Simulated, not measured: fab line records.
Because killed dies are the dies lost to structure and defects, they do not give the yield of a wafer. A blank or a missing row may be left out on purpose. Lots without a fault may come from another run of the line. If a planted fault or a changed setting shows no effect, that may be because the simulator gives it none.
fab line records	flow n5-finfet
record lots=10	wafers=30	last-day=17
route steps=1938 shown MOL_CONTACT_COAG@530 PASSIVATION@1936
lots with no fault: from the same line, run without faults
start-h: hours from the record's first day to the start of the lot's first wafer shown	wait-h: time in hours since the lot's previous step	" unchanged from the row above	L1.1+2: a single row standing in for several wafers	- no value, or no start was given	* or withheld: withheld	< > ~ a bound
route shown NAME@n: NAME is a module with steps in the file, n the number in the route of the first one	usual: mean/standard deviation taken from wafers without a fault	same: alike in all rows	chamber/n: place in a boat	sites: the reading at each site	_std_site: their standard deviation	_edge_site: the outer-site mean with the inner-site mean subtracted	radius-mm: how far each site lies from the wafer's centre	mask NAME#n: copy n	behind: tool/chamber where the wafer was last shaped	hold: why the lot went on hold/how many hours it stayed there/how the hold came to an end	device: the transistor (n, p or np) that didn't switch	end of line: the same wafers' tests at the end of the route	where a step has no rows: the recipe by itself	killed: the dies lost at the first sort to structure and to defects; this is not the yield of the wafer	map: a wafer's dies, marking killed ones x, the rest . and places with no die _
set.NAME: the setting the step ran with; set.NAME@STEP: the setting that earlier step ran with	model.NAME: the simulator's own value behind a step, which no gauge read
one table for each step of the route and one row for each wafer, over a sample of lots
services: from which hour (start-h, from the record's first day; less than 0 if before it) a tool's chamber was out of use, for how many hours, and why
## steps
# step N5_MOL_CONTACT_COAG_ETCH_59
# recipe chemistry=N2/H2	target=underlayer	target-depth-a=130	mask-material=CAR-EUV	time-s=10.4	ion-energy-ev=200	pressure-mtorr=30	source-w=840	bias-w=150	n2-flow-sccm=200	h2-flow-sccm=200	ends=cleared
# usual drypump-motor-current-A=5.8/0.33	etch-rf-on-time-s=10.32/0.14	oes-product-au=0.67/0.071	rf-fwd-power-W=819.3/2.5	rf-vpp-V=524.9/2.4	showerhead-plenum-p-Torr=2.58/0.082	throttle-valve-pct=17.8/0.31
lot.wafer	tool	chamber	start-h	wait-h	drypump-motor-current-A	etch-rf-on-time-s	oes-product-au	rf-fwd-power-W	rf-hours-counter-h	rf-vpp-V	showerhead-plenum-p-Torr	throttle-valve-pct
L124.4	rie-diel-05	1	88.26	0.0	5.5	10.42	0.63	823.0	155	526.3	2.66	18.0
L124.5	"	1	"	"	5.5	10.41	0.62	818.7	-	527.7	2.66	18.0
L124.6	"	0	"	"	5.7	10.20	0.79	815.7	-	528.2	2.71	17.4
L126.1	rie-diel-03	0	102.24	0.0	5.7	10.45	0.59	818.1	213	525.8	2.62	18.1
L126.3	"	1	"	"	5.4	10.20	0.66	817.7	139	520.9	2.44	17.5
L126.5	"	0	"	"	5.7	10.50	0.60	821.7	-	526.0	2.62	18.1
L129.2	rie-diel-03	2	117.57	0.0	5.8	10.29	0.79	816.8	27	529.5	2.70	17.4
L129.4	"	1	"	"	5.4	10.28	0.66	822.6	-	522.1	2.44	17.4
L129.5	"	1	"	"	5.4	10.23	0.66	820.7	-	519.9	2.44	17.5
L130.1	rie-diel-04	1	122.87	0.0	6.5	10.39	0.59	818.0	225	526.5	2.62	18.1
L130.4	"	0	"	"	6.3	10.40	0.62	818.2	-	526.1	2.63	17.9
L130.6	"	1	"	"	6.5	10.40	0.59	821.3	-	526.2	2.62	18.1
L132.2	rie-diel-05	1	137.70	0.0	5.5	10.50	0.61	815.5	171	527.3	2.65	18.0
L132.3	"	2	"	"	5.5	10.40	0.74	819.3	38	525.1	2.58	17.7
L132.6	"	2	"	"	5.5	10.32	0.76	820.4	-	524.5	2.58	17.7
L137.1	rie-diel-03	2	166.93	0.0	5.8	10.30	0.76	819.4	45	528.6	2.69	17.5
L137.2	"	3	"	"	5.6	10.49	0.61	823.6	177	525.1	2.53	18.1
L137.3	"	0	"	"	5.7	10.53	0.59	819.5	228	525.0	2.61	18.1
L139.1	rie-diel-04	3	179.90	0.0	6.2	10.27	0.65	819.7	177	523.5	2.53	18.1
L139.3	"	0	"	"	6.3	10.31	0.61	817.9	227	526.6	2.62	18.0
L139.6	"	3	"	"	6.2	10.39	0.64	815.9	-	522.4	2.53	18.1
L140.3	rie-diel-05	1	182.07	0.0	5.5	10.51	0.60	823.0	186	528.2	2.64	18.0
L140.4	"	3	"	"	5.8	10.03	0.73	818.4	53	521.3	2.46	17.6
L140.6	"	0	"	"	5.7	10.17	0.73	815.8	-	528.6	2.69	17.4
L141.1	rie-diel-04	3	191.04	0.0	6.3	10.25	0.65	821.7	181	523.5	2.53	18.1
L141.2	"	2	"	"	6.1	10.50	0.64	824.0	166	524.2	2.55	18.4
L141.6	"	0	"	"	6.3	10.41	0.60	820.6	-	526.7	2.62	18.0
L147.2	rie-diel-05	1	227.10	0.0	5.5	10.48	0.59	819.9	203	524.6	2.64	18.0
L147.3	"	2	"	"	5.5	10.27	0.71	820.8	70	526.4	2.57	17.8
L147.6	"	1	"	"	5.5	10.56	0.58	817.9	-	527.8	2.64	18.0
# step N5_MOL_CONTACT_COAG_CONTACT_ETCH_14
# recipe chemistry=C4F6/O2	target=SiO2	target-depth-a=275	overetch-a=85	mask-material=SOC	pressure-mtorr=30	source-w=370	bias-w=185	Ar_flow_sccm=300	C4F6_flow_sccm=16	O2_flow_sccm=10	time-s=20	ion-energy-ev=259.6
# usual drypump-motor-current-A=5.8/0.33	oes_f_703_au=0.79/0.081	oes-product-au=0.67/0.066	rf-fwd-power-W=362.3/1.9	rf-vpp-V=694/3.1	showerhead-plenum-p-Torr=2.92/0.089	throttle-valve-pct=21.26/0.26
lot.wafer	tool	chamber	start-h	wait-h	drypump-motor-current-A	oes_f_703_au	oes-product-au	rf-fwd-power-W	rf-hours-counter-h	rf-vpp-V	showerhead-plenum-p-Torr	throttle-valve-pct
L124.4	rie-diel-05	1	88.41	0.0	5.5	0.73	0.62	364.9	155	697	2.99	21.28
L124.5	"	1	"	"	5.5	0.73	0.63	365.0	-	696	2.99	21.25
L124.6	"	0	"	"	5.7	0.94	0.79	358.0	-	698	3.08	20.97
L126.1	rie-diel-03	0	102.39	0.0	5.7	0.71	0.59	361.2	213	694	2.96	21.49
L126.3	"	1	"	"	5.4	0.79	0.66	362.8	139	688	2.77	20.79
L126.5	"	0	"	"	5.6	0.70	0.60	360.4	-	695	2.96	21.48
L129.2	rie-diel-03	2	117.79	0.0	5.8	0.91	0.78	362.2	28	699	3.05	20.92
L129.4	"	1	"	"	5.5	0.78	0.65	362.8	-	689	2.77	20.80
L129.5	"	1	"	"	5.4	0.78	0.65	363.0	-	689	2.77	20.79
L130.1	rie-diel-04	1	123.02	0.0	6.4	0.70	0.58	366.1	225	696	2.96	21.52
L130.4	"	0	"	"	6.3	0.73	0.61	363.7	-	696	2.96	21.25
L130.6	"	1	"	"	6.4	0.70	0.59	365.6	-	695	2.96	21.54
L132.2	rie-diel-05	1	137.85	0.0	5.5	0.72	0.61	365.9	171	695	2.98	21.29
L132.3	"	2	"	"	5.5	0.86	0.74	363.5	38	694	2.92	21.13
L132.6	"	2	"	"	5.5	0.85	0.74	364.7	-	694	2.92	21.13
L137.1	rie-diel-03	2	167.08	0.0	5.8	0.89	0.75	359.4	45	698	3.04	20.95
L137.2	"	3	"	"	5.5	0.73	0.62	365.3	177	692	2.86	21.55
L137.3	"	0	"	"	5.6	0.70	0.59	360.8	228	696	2.96	21.53
L139.1	rie-diel-04	3	180.05	0.0	6.2	0.75	0.63	361.0	177	691	2.86	21.55
L139.3	"	0	"	"	6.3	0.71	0.61	361.0	227	696	2.95	21.31
L139.6	"	3	"	"	6.2	0.76	0.64	361.2	-	692	2.86	21.54
L140.3	rie-diel-05	1	182.22	0.0	5.5	0.70	0.60	367.2	186	697	2.97	21.31
L140.4	"	3	"	"	5.8	0.85	0.71	360.6	53	690	2.81	21.18
L140.6	"	0	"	"	5.6	0.86	0.72	361.4	-	698	3.06	21.02
L141.1	rie-diel-04	3	191.19	0.0	6.3	0.76	0.63	357.7	181	693	2.86	21.55
L141.2	"	2	"	"	6.1	0.73	0.64	363.5	166	691	2.86	21.61
L141.6	"	0	"	"	6.4	0.71	0.61	360.0	-	696	2.95	21.31
L147.2	rie-diel-05	1	227.25	0.0	5.5	0.69	0.59	364.8	203	696	2.96	21.34
L147.3	"	2	"	"	5.5	0.82	0.70	361.9	70	692	2.91	21.16
L147.6	"	1	"	"	5.5	0.70	0.59	365.0	-	695	2.96	21.34
# step N5_MOL_CONTACT_COAG_ALD_20
# recipe material=TiN	target-thk-a=15	temp-c=400	ald-precursor-family=TiCl4	ald-co-reactant=NH3	pulse-time-s=1	purge-time-s=3	co-reactant-purge-time-s=2	co-reactant-pulse-time-s=2	ald-cycles=68	pressure-torr=3
# usual heater-power-w=880/62	precursor-pulse-height-rel=1.002/0.02	susceptor-temp-C=399.98/0.22
# same ald-cycles=68
lot.wafer	tool	chamber	start-h	wait-h	heater-power-w	precursor-pulse-height-rel	susceptor-temp-C
L124.4	ald-metal-02	2	89.24	0.1	826	1.023	399.77
L124.5	"	3	"	"	871	0.984	399.95
L124.6	"	0	"	"	1016	0.993	400.18
L126.1	ald-metal-04	1	104.98	0.1	864	0.991	400.07
L126.3	"	2	"	"	875	1.024	400.42
L126.5	"	1	"	"	871	1.026	400.11
L129.2	ald-metal-04	3	120.41	0.1	1007	0.997	400.08
L129.4	"	0	"	"	832	1.016	400.25
L129.5	"	1	"	"	882	1.000	399.61
L130.1	ald-metal-03	1	124.20	0.1	935	0.995	399.86
L130.4	"	3	"	"	819	1.038	399.84
L130.6	"	3	"	"	815	0.986	399.97
L132.2	ald-metal-02	3	138.66	0.1	850	1.019	399.95
L132.3	"	0	"	"	982	0.973	400.14
L132.6	"	1	"	"	859	0.993	399.95
L137.1	ald-metal-03	1	167.93	0.1	925	1.007	399.74
L137.2	"	0	"	"	899	1.012	400.21
L137.3	"	3	"	"	824	1.007	400.00
L139.1	ald-metal-04	1	181.88	0.1	874	1.025	399.81
L139.3	"	0	"	"	857	1.030	409.31
L139.6	"	0	"	"	875	1.002	409.50
L140.3	ald-metal-02	2	185.70	0.1	822	1.007	400.43
L140.4	"	1	"	"	882	1.036	399.98
L140.6	"	1	"	"	880	1.016	399.93
L141.1	ald-metal-03	1	192.03	0.1	946	1.016	399.87
L141.2	"	0	"	"	890	1.002	400.43
L141.6	"	2	"	"	823	1.007	400.02
L147.2	ald-metal-03	1	228.15	0.1	907	0.968	399.73
L147.3	"	3	"	"	839	1.031	399.91
L147.6	"	0	"	"	898	0.996	399.77
# step N5_MOL_CONTACT_COAG_SIL_ANNEAL_21
# recipe temp-c=550	time-s=60	ambient=N2
# usual lamp-power-pct=6.22/0.031	wafer_temp_C_max=552.7/0.96
lot.wafer	tool	chamber	start-h	wait-h	lamp-power-pct	wafer_temp_C_max
L124.4	rtp-anneal-02	0	89.70	0.3	6.26	553.9
L124.5	"	0	"	"	6.26	552.7
L124.6	"	0	"	"	6.26	554.7
L126.1	rtp-anneal-02	0	105.37	0.2	6.25	553.9
L126.3	"	0	"	"	6.25	553.4
L126.5	"	0	"	"	6.25	552.8
L129.2	rtp-anneal-02	0	120.81	0.2	6.25	553.8
L129.4	"	0	"	"	6.24	552.9
L129.5	"	0	"	"	6.24	553.9
L130.1	rtp-anneal-01	0	124.66	0.3	6.19	551.6
L130.4	"	0	"	"	6.18	551.8
L130.6	"	0	"	"	6.19	551.5
L132.2	rtp-anneal-02	0	139.20	0.4	6.26	553.8
L132.3	"	0	"	"	6.25	554.1
L132.6	"	0	"	"	6.25	553.3
L137.1	rtp-anneal-02	0	168.31	0.2	6.25	552.1
L137.2	"	0	"	"	6.25	553.8
L137.3	"	0	"	"	6.25	552.6
L139.1	rtp-anneal-01	0	182.25	0.2	6.19	552.5
L139.3	"	0	"	"	6.19	551.9
L139.6	"	0	"	"	6.19	551.6
L140.3	rtp-anneal-01	0	186.14	0.3	6.19	552.1
L140.4	"	0	"	"	6.19	551.3
L140.6	"	0	"	"	6.18	551.7
L141.1	rtp-anneal-02	0	192.40	0.2	6.25	554.3
L141.2	"	0	"	"	6.24	553.7
L141.6	"	0	"	"	6.25	554.7
L147.2	rtp-anneal-01	0	228.55	0.2	6.19	552.0
L147.3	"	0	"	"	6.18	552.2
L147.6	"	0	"	"	6.19	552.3
# step N5_PASSIVATION_PROBE_49
# usual killed_at_M0_to_M3=35/11	killed_at_M4_up=14/5.4	killed-at-contacts=12/6.2	killed-at-front-end=38/11	killed-at-other=4.1/2.8	killed-dies=103/17	killed-open=66/13	killed-short=34/8.2
# same gross-dies=1180	killed-at-back-side=0
lot.wafer	tool	chamber	start-h	wait-h	killed_at_M0_to_M3	killed_at_M4_up	killed-at-contacts	killed-at-front-end	killed-at-other	killed-dies	killed-open	killed-short
L124.4	prober-02	-	252.27	0.2	27	10	3	39	3	82	56	23
L124.5	prober-02	-	252.32	0.2	26	14	7	27	2	76	42	32
L124.6	prober-02	-	252.37	0.3	21	12	3	28	3	67	30	32
L126.1	prober-01	-	278.55	0.0	34	19	10	52	0	115	73	38
L126.3	prober-01	-	278.65	0.1	23	18	5	44	4	94	69	24
L126.5	prober-01	-	278.75	0.2	31	14	14	37	1	97	59	32
L129.2	prober-02	-	304.26	0.1	33	21	28	34	9	125	77	42
L129.4	prober-02	-	304.36	0.2	40	14	26	31	6	117	74	38
L129.5	prober-02	-	304.41	0.2	40	9	13	50	4	116	58	55
L130.1	prober-01	-	305.29	0.0	38	15	11	34	7	105	65	36
L130.4	prober-01	-	305.44	0.2	16	14	24	33	3	90	64	22
L130.6	prober-01	-	305.54	0.3	35	10	18	53	2	118	64	53
L132.2	prober-01	-	328.92	0.1	44	11	11	33	6	105	66	36
L132.3	prober-01	-	328.97	0.1	44	10	4	39	5	102	63	38
L132.6	prober-01	-	329.12	0.3	33	13	8	28	7	89	53	32
L137.1	prober-02	-	345.97	0.0	23	13	12	39	5	92	59	29
L137.2	prober-02	-	346.02	0.1	37	10	8	40	5	100	67	31
L137.3	prober-02	-	346.07	0.1	27	15	7	68	5	122	81	40
L139.1	prober-02	-	358.02	0.0	36	8	13	38	4	99	63	34
L139.3	prober-02	-	358.12	0.1	26	9	15	46	3	99	65	33
L139.6	prober-02	-	358.27	0.3	27	8	10	23	2	70	44	25
L140.3	prober-01	-	358.67	0.1	58	10	10	26	5	109	72	37
L140.4	prober-01	-	358.72	0.2	36	5	14	30	2	87	59	27
L140.6	prober-01	-	358.82	0.3	34	9	11	31	4	89	67	22
L141.1	prober-01	-	383.29	0.0	48	13	4	25	4	94	61	32
L141.2	prober-01	-	383.34	0.1	29	17	3	30	2	81	58	22
L141.6	prober-01	-	383.54	0.3	37	18	2	38	2	97	65	28
L147.2	prober-02	-	409.01	0.1	40	16	7	39	2	104	56	48
L147.3	prober-02	-	409.06	0.1	34	20	14	17	2	87	62	25
L147.6	prober-02	-	409.21	0.3	25	13	7	35	4	84	52	32
# killed by level:class
L124.4 DUMMY_GATE:geometric-particle:open=8 BEOL_M0_SAQP:geometric-particle:open=7 FIN_SAQP:geometric-particle:open=6 FIN_SAQP:geometric-particle:short=6 STI_FIN_REVEAL:geometric-particle:open=6 BEOL_M3:geometric-particle:open=6 BEOL_M0_SAQP:geometric-particle:short=5 GATE_CUT:geometric-particle:short=4
L124.5 BEOL_M2:geometric-particle:open=7 BEOL_M0_SAQP:geometric-particle:short=6 BEOL_M4:geometric-particle:short=5 FIN_SAQP:geometric-particle:open=4 FIN_SAQP:geometric-particle:short=4 MOL_CONTACT_COAG:geometric-particle:open=4 BEOL_M2:geometric-particle:short=3 BEOL_M3:geometric-particle:open=3
L124.6 BEOL_M0:geometric-particle:open=8 GATE_CUT:geometric-particle:short=6 ILD0:geometric-particle:short=4 BEOL_M0_SAQP:geometric-particle:short=4 STI_FIN_REVEAL:geometric-particle:open=3 DUMMY_GATE:geometric-particle:open=3 STI_FIN_REVEAL:geometric-particle:short=3 MOL_CONTACT_COAG:geometric-particle:open=3
L126.1 BEOL_M1:geometric-particle:open=15 FIN_SAQP:geometric-particle:open=10 STI_FIN_REVEAL:geometric-particle:open=10 MOL_CONTACT_COAG:geometric-particle:open=9 STARTING-WAFER:geometric-particle:short=8 BEOL_M1:geometric-particle:short=7 FIN_SAQP:geometric-particle:short=6 BEOL_M4:geometric-particle:open=5
L126.3 FIN_SAQP:geometric-particle:open=20 BEOL_M3:geometric-particle:open=8 BEOL_M4:geometric-particle:open=7 STI_FIN_REVEAL:geometric-particle:open=6 DUMMY_GATE:geometric-particle:open=6 FIN_SAQP:geometric-particle:short=5 BEOL_M0_SAQP:geometric-particle:short=4 BEOL_M1:geometric-particle:open=4
L126.5 FIN_SAQP:geometric-particle:open=11 BEOL_M3:geometric-particle:open=8 MOL_CONTACT_COAG:geometric-particle:open=7 MOL_CONTACT_COAG:geometric-particle:short=5 DUMMY_GATE:geometric-particle:open=5 BEOL_M0_SAQP:geometric-particle:short=5 BEOL_M1:geometric-particle:open=5 FIN_SAQP:geometric-particle:short=4
L129.2 MOL_CONTACT_COAG:geometric-particle:open=22 BEOL_M4:geometric-particle:short=12 BEOL_M0_SAQP:geometric-particle:open=10 BEOL_M0_SAQP:geometric-particle:short=9 STI_FIN_REVEAL:geometric-particle:open=6 DUMMY_GATE:geometric-particle:open=6 MOL_CONTACT_COAG:geometric-particle:short=5 BEOL_M3:geometric-particle:open=5
L129.4 MOL_CONTACT_COAG:geometric-particle:open=20 BEOL_M0_SAQP:geometric-particle:short=11 BEOL_M1:geometric-particle:open=11 GATE_CUT:geometric-particle:short=8 BEOL_M4:geometric-particle:open=7 BEOL_M0_SAQP:geometric-particle:open=6 FIN_SAQP:geometric-particle:open=5 DUMMY_GATE:geometric-particle:open=5
L129.5 BEOL_M0_SAQP:geometric-particle:short=14 BEOL_M2:geometric-particle:open=12 FIN_SAQP:geometric-particle:short=11 MOL_CONTACT_COAG:geometric-particle:open=11 GATE_CUT:geometric-particle:open=10 GATE_CUT:geometric-particle:short=9 BEOL_M0_SAQP:geometric-particle:open=6 FIN_SAQP:geometric-particle:open=5
L130.1 MOL_CONTACT_COAG:geometric-particle:open=9 BEOL_M1:geometric-particle:open=8 BEOL_M3:geometric-particle:open=8 FIN_SAQP:geometric-particle:short=7 BEOL_M2:geometric-particle:open=7 BEOL_M1:geometric-particle:short=5 STI_FIN_REVEAL:geometric-particle:open=4 DUMMY_GATE:geometric-particle:open=4
L130.4 MOL_CONTACT_COAG:geometric-particle:open=19 BEOL_M4:geometric-particle:open=10 MOL_CONTACT_COAG:geometric-particle:short=5 FIN_SAQP:geometric-particle:short=4 STI_FIN_REVEAL:geometric-particle:open=4 DUMMY_GATE:geometric-particle:open=4 GATE_CUT:geometric-particle:open=4 FIN_SAQP:geometric-particle:open=3
L130.6 FIN_SAQP:geometric-particle:short=16 STI_FIN_REVEAL:geometric-particle:open=11 MOL_CONTACT_COAG:geometric-particle:open=11 BEOL_M3:geometric-particle:open=8 MOL_CONTACT_COAG:geometric-particle:short=7 BEOL_M2:geometric-particle:open=5 GATE_CUT:geometric-particle:short=5 BEOL_M0_SAQP:geometric-particle:short=5
L132.2 BEOL_M0_SAQP:geometric-particle:open=11 FIN_SAQP:geometric-particle:open=10 MOL_CONTACT_COAG:geometric-particle:open=10 BEOL_M0_SAQP:geometric-particle:short=10 BEOL_M2:geometric-particle:open=7 FIN_SAQP:geometric-particle:short=5 BEOL_M1:geometric-particle:open=4 BEOL_M1:geometric-particle:short=4
L132.3 BEOL_M0_SAQP:geometric-particle:open=12 FIN_SAQP:geometric-particle:open=10 BEOL_M0_SAQP:geometric-particle:short=10 FIN_SAQP:geometric-particle:short=6 DUMMY_GATE:geometric-particle:open=6 BEOL_M1:geometric-particle:open=5 BEOL_M2:geometric-particle:open=5 BEOL_M3:geometric-particle:open=4
L132.6 FIN_SAQP:geometric-particle:open=7 BEOL_M3:geometric-particle:open=7 MOL_CONTACT_COAG:geometric-particle:open=6 BEOL_M0_SAQP:geometric-particle:short=6 STI_FIN_REVEAL:geometric-particle:open=5 BEOL_M0_SAQP:geometric-particle:open=5 ILD0:geometric-particle:short=4 BEOL_M1:geometric-particle:short=4
L137.1 FIN_SAQP:geometric-particle:open=10 STI_FIN_REVEAL:geometric-particle:open=8 FIN_SAQP:geometric-particle:short=7 MOL_CONTACT_COAG:geometric-particle:open=7 BEOL_M0_SAQP:geometric-particle:short=5 BEOL_M3:geometric-particle:open=5 BEOL_M4:geometric-particle:open=5 BEOL_M0_SAQP:geometric-particle:open=4
L137.2 STI_FIN_REVEAL:geometric-particle:open=16 FIN_SAQP:geometric-particle:open=7 GATE_CUT:geometric-particle:short=6 BEOL_M0_SAQP:geometric-particle:open=6 BEOL_M1:geometric-particle:open=6 BEOL_M2:geometric-particle:open=6 MOL_CONTACT_COAG:geometric-particle:open=5 BEOL_M4:geometric-particle:open=5
L137.3 STI_FIN_REVEAL:geometric-particle:open=23 BEOL_M0_SAQP:geometric-particle:short=8 ILD0:geometric-particle:short=7 MOL_CONTACT_COAG:geometric-particle:open=7 FIN_SAQP:geometric-particle:open=6 FIN_SAQP:geometric-particle:short=6 BEOL_M4:geometric-particle:open=6 DUMMY_GATE:geometric-particle:open=5
L139.1 FIN_SAQP:geometric-particle:short=11 MOL_CONTACT_COAG:geometric-particle:open=10 FIN_SAQP:geometric-particle:open=8 STI_FIN_REVEAL:geometric-particle:open=7 BEOL_M0_SAQP:geometric-particle:short=7 BEOL_M2:geometric-particle:open=7 BEOL_M1:geometric-particle:open=6 BEOL_M0:geometric-particle:open=5
L139.3 STI_FIN_REVEAL:geometric-particle:open=17 BEOL_M2:geometric-particle:open=13 FIN_SAQP:geometric-particle:short=12 MOL_CONTACT_COAG:geometric-particle:open=12 FIN_SAQP:geometric-particle:open=6 BEOL_M3:geometric-particle:open=4 STARTING-WAFER:geometric-particle:short=4 MOL_CONTACT_COAG:geometric-particle:short=3
L139.6 MOL_CONTACT_COAG:geometric-particle:open=9 BEOL_M0_SAQP:geometric-particle:short=6 BEOL_M0_SAQP:geometric-particle:open=6 BEOL_M2:geometric-particle:open=6 BEOL_M4:geometric-particle:open=5 FIN_SAQP:geometric-particle:open=4 FIN_SAQP:geometric-particle:short=4 STI_FIN_REVEAL:geometric-particle:open=3
L140.3 BEOL_M2:geometric-particle:open=20 FIN_SAQP:geometric-particle:open=8 BEOL_M0_SAQP:geometric-particle:short=7 MOL_CONTACT_COAG:geometric-particle:open=6 BEOL_M0_SAQP:geometric-particle:open=6 BEOL_M3:geometric-particle:open=6 FIN_SAQP:geometric-particle:short=5 BEOL_M0:geometric-particle:open=5
L140.4 DUMMY_GATE:geometric-particle:open=8 MOL_CONTACT_COAG:geometric-particle:open=8 BEOL_M3:geometric-particle:open=8 BEOL_M0_SAQP:geometric-particle:short=7 MOL_CONTACT_COAG:geometric-particle:short=6 FIN_SAQP:geometric-particle:open=5 DUMMY_GATE:geometric-particle:short=5 BEOL_M1:geometric-particle:open=5
L140.6 BEOL_M2:geometric-particle:open=9 STI_FIN_REVEAL:geometric-particle:open=8 MOL_CONTACT_COAG:geometric-particle:open=8 FIN_SAQP:geometric-particle:open=7 STARTING-WAFER:geometric-particle:open=6 BEOL_M0_SAQP:geometric-particle:short=5 BEOL_M0_SAQP:geometric-particle:open=5 BEOL_M0:geometric-particle:open=5
L141.1 BEOL_M3:geometric-particle:open=11 BEOL_M2:geometric-particle:open=9 BEOL_M0_SAQP:geometric-particle:open=7 BEOL_M1:geometric-particle:open=6 FIN_SAQP:geometric-particle:open=4 FIN_SAQP:geometric-particle:short=4 GATE_CUT:geometric-particle:open=4 GATE_CUT:geometric-particle:short=4
L141.2 BEOL_M2:geometric-particle:open=9 GATE_CUT:geometric-particle:open=7 GATE_CUT:geometric-particle:short=6 BEOL_M5:geometric-particle:open=6 FIN_SAQP:geometric-particle:open=4 BEOL_M0_SAQP:geometric-particle:open=4 BEOL_M1:geometric-particle:open=4 BEOL_M3:geometric-particle:open=4
L141.6 BEOL_M2:geometric-particle:open=12 BEOL_M0_SAQP:geometric-particle:open=8 GATE_CUT:geometric-particle:short=7 FIN_SAQP:geometric-particle:open=6 GATE_CUT:geometric-particle:open=6 BEOL_M4:geometric-particle:open=6 STI_FIN_REVEAL:geometric-particle:open=5 FIN_SAQP:geometric-particle:short=4
L147.2 BEOL_M0_SAQP:geometric-particle:short=15 FIN_SAQP:geometric-particle:short=9 FIN_SAQP:geometric-particle:open=7 BEOL_M0_SAQP:geometric-particle:open=7 ILD0:geometric-particle:short=6 MOL_CONTACT_COAG:geometric-particle:open=6 BEOL_M3:geometric-particle:open=6 STARTING-WAFER:geometric-particle:open=6
L147.3 MOL_CONTACT_COAG:geometric-particle:open=12 BEOL_M0_SAQP:geometric-particle:open=9 BEOL_M4:geometric-particle:open=9 BEOL_M2:geometric-particle:open=8 BEOL_M0_SAQP:geometric-particle:short=6 STI_FIN_REVEAL:geometric-particle:open=4 BEOL_M3:geometric-particle:open=4 STARTING-WAFER:geometric-particle:short=4
L147.6 STI_FIN_REVEAL:geometric-particle:open=7 BEOL_M4:geometric-particle:open=7 MOL_CONTACT_COAG:geometric-particle:open=6 STI_FIN_REVEAL:geometric-particle:short=5 GATE_CUT:geometric-particle:short=5 BEOL_M0_SAQP:geometric-particle:short=5 BEOL_M3:geometric-particle:open=5 BEOL_M0_SAQP:geometric-particle:open=4
## services
tool	chamber	start-h	hours	kind
rie-diel-04	2	65.79	6.7	repair
ald-metal-03	1	87.52	14.0	repair
rie-diel-03	3	95.34	22.6	repair
rie-diel-03	0	103.91	18.7	repair
ald-metal-04	3	107.41	2.5	repair
rie-diel-03	-	112.50	2.8	repair
rie-diel-04	2	116.92	6.0	repair
ald-metal-04	1	144.97	1.8	repair
ald-metal-04	-	151.27	0.2	repair
rtp-anneal-02	-	151.31	10.7	pm
ald-metal-02	-	156.57	0.7	repair
ald-metal-04	3	166.35	5.0	repair
rie-diel-04	1	198.07	-	clean
rie-diel-04	1	198.07	-	consumable-replace:focus-ring
rie-diel-04	1	198.07	16.8	scheduled-down
rie-diel-04	1	198.07	16.8	vent-cycle
ald-metal-04	-	214.64	14.6	pm
rie-diel-05	0	219.57	8.4	repair
## key
first-sign step=N5_MOL_CONTACT_COAG_ALD_20	reading=susceptor-temp-C	direction=up	sigmas=43	usual=*	struck=*
effect none on later readings
met-at N5_MOL_CONTACT_COAG_ALD_20
struck-lots L139
struck-wafers L139.3,L139.6
tester-left-out L139
not-acting-at N5_MOL_CONTACT_COAG_ETCH_59,N5_MOL_CONTACT_COAG_CONTACT_ETCH_14,N5_MOL_CONTACT_COAG_SIL_ANNEAL_21
onset-between 120.41 181.88
fault kind=process-parameter-drift	tool=ald-metal-04	chamber=0	onset-h=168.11	steps=N5_MOL_CONTACT_COAG_ALD_20	channel=temp-c	offset=*	shape=step	end-h=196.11	acts-in=*	stated=*
# tester-left-out: of these lots the tester's yield and bins aren't shown, on N5 and GAA mostly nor the transistor test; their killed dies are dies lost to structure and defects alone, not to doping, threshold or leakage, so they don't give the yield
